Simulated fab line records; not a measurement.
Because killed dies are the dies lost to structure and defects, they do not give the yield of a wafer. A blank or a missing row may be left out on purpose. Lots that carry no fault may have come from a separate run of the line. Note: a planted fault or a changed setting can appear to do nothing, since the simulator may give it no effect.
Chamber matching -- flow n5 finfet -- rie diel-06 running N5_BEOL_M1_ETCHBACK_99: 4 sister chambers
The step etches SiO2 in CHF3, target depth 5 nm, time 10.4 s. 4 wafers are shown with their chamber, then 8 later ones without.

## WAFERS WITH THEIR CHAMBER
wafer,chamber,showerhead plenum p Torr (Torr)
L077.3,0,2.21
L079.4,1,2.06
L079.5,3,2.24
L086.1,2,2.22

## WAFERS MISSING THEIR CHAMBER
wafer,showerhead plenum p Torr (Torr)
L086.3,2.06
L086.5,2.21
L085.3,2.06
L085.4,2.24
L085.6,2.23
L088.1,2.24
L088.2,2.06
L088.4,2.22

## CHAMBER TAKEN BY EACH
wafer,from the rows above,in truth
L086.3,1,1
L086.5,0,0
L085.3,1,1
L085.4,3,3
L085.6,can't be placed: 2 or 3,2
L088.1,3,3
L088.2,1,1
L088.4,2,2
Correctly placed: 7 of 8. These rows do not allow placing 1 (true chamber among the candidates in 1). Placed wrongly: 0.
How it was worked out, from the rows above alone: a wafer's distance from a chamber is the root of the sum, over the readings, of the square of ((its reading less the chamber's mean) divided by the reading's scatter). The wafer belongs to the nearest chamber; if the next one is less than 2 further off, it can't be placed. The mean given for a chamber averages the wafers shown for that chamber. The scatter: with one shown wafer a chamber, the root of the mean of the squares of how far each hidden wafer lies from its nearest shown one.
